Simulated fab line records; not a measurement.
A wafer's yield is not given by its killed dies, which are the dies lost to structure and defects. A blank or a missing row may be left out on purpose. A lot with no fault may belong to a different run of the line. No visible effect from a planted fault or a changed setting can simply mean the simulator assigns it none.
Chamber matching / flow n5Finfet / aldMetal-04 running N5_HKMG_FIN_PWFM_ALD_03: 4 sister chambers
The step deposits TiN, target thk 2 nm, pulse time 1 s, purge time 3 s. 16 wafers are shown with their chamber, then 8 later ones without.

## WAFERS, EACH WITH ITS CHAMBER
wafer=L076.3; chamber=1; heaterPowerW (W)=804; precursorPulseHeightRel=0.999
wafer=L076.4; chamber=2; heaterPowerW (W)=936; precursorPulseHeightRel=0.997
wafer=L076.5; chamber=1; heaterPowerW (W)=812; precursorPulseHeightRel=0.987
wafer=L083.1; chamber=3; heaterPowerW (W)=758; precursorPulseHeightRel=0.999
wafer=L083.4; chamber=1; heaterPowerW (W)=805; precursorPulseHeightRel=0.994
wafer=L083.5; chamber=2; heaterPowerW (W)=946; precursorPulseHeightRel=0.961
wafer=L087.2; chamber=3; heaterPowerW (W)=764; precursorPulseHeightRel=0.997
wafer=L087.3; chamber=0; heaterPowerW (W)=752; precursorPulseHeightRel=0.993
wafer=L087.4; chamber=2; heaterPowerW (W)=923; precursorPulseHeightRel=1.034
wafer=L089.2; chamber=0; heaterPowerW (W)=737; precursorPulseHeightRel=1.025
wafer=L089.4; chamber=3; heaterPowerW (W)=749; precursorPulseHeightRel=0.990
wafer=L089.5; chamber=0; heaterPowerW (W)=764; precursorPulseHeightRel=1.005
wafer=L092.1; chamber=1; heaterPowerW (W)=811; precursorPulseHeightRel=0.959
wafer=L092.2; chamber=0; heaterPowerW (W)=760; precursorPulseHeightRel=1.029
wafer=L092.3; chamber=3; heaterPowerW (W)=773; precursorPulseHeightRel=1.035
wafer=L094.2; chamber=1; heaterPowerW (W)=810; precursorPulseHeightRel=0.975

SIGNATURES (means of the wafers above)
reading=heaterPowerW; chamber 0=753.25; chamber 1=808.40; chamber 2=935.00; chamber 3=761.00; scatter within a chamber=9.36
reading=precursorPulseHeightRel; chamber 0=1.01300; chamber 1=0.98280; chamber 2=0.99733; chamber 3=1.00525; scatter within a chamber=0.022
Rule: for each reading, subtract the chamber's mean from the wafer's reading, divide by that reading's scatter and square the result; add these up over the readings and take the root, which gives the wafer's distance from the chamber. The wafer belongs to the nearest chamber; if the next one is less than 2 further off, it can't be placed. The scatter: take each reading less its chamber's mean, square it, sum over the shown wafers, divide by the number of wafers less the number of chambers, and take the root.

## WAFERS WITH NO CHAMBER GIVEN
wafer=L094.3; heaterPowerW (W)=763; precursorPulseHeightRel=0.992
wafer=L094.4; heaterPowerW (W)=933; precursorPulseHeightRel=0.981
wafer=L095.3; heaterPowerW (W)=795; precursorPulseHeightRel=0.995
wafer=L095.4; heaterPowerW (W)=899; precursorPulseHeightRel=0.971
wafer=L095.5; heaterPowerW (W)=764; precursorPulseHeightRel=1.003
wafer=L097.2; heaterPowerW (W)=799; precursorPulseHeightRel=0.969
wafer=L097.4; heaterPowerW (W)=926; precursorPulseHeightRel=1.010
wafer=L097.6; heaterPowerW (W)=919; precursorPulseHeightRel=1.013

## EACH ONE'S CHAMBER
wafer=L094.3; from the rows above=can't be placed: 3 or 0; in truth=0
wafer=L094.4; from the rows above=2; in truth=2
wafer=L095.3; from the rows above=1; in truth=1
wafer=L095.4; from the rows above=2; in truth=2
wafer=L095.5; from the rows above=can't be placed: 3 or 0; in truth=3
wafer=L097.2; from the rows above=1; in truth=1
wafer=L097.4; from the rows above=2; in truth=2
wafer=L097.6; from the rows above=2; in truth=2
Correct placement for 6 of the 8. These rows do not allow placing 2 (true chamber among the candidates in 2). Number placed wrongly: 0.
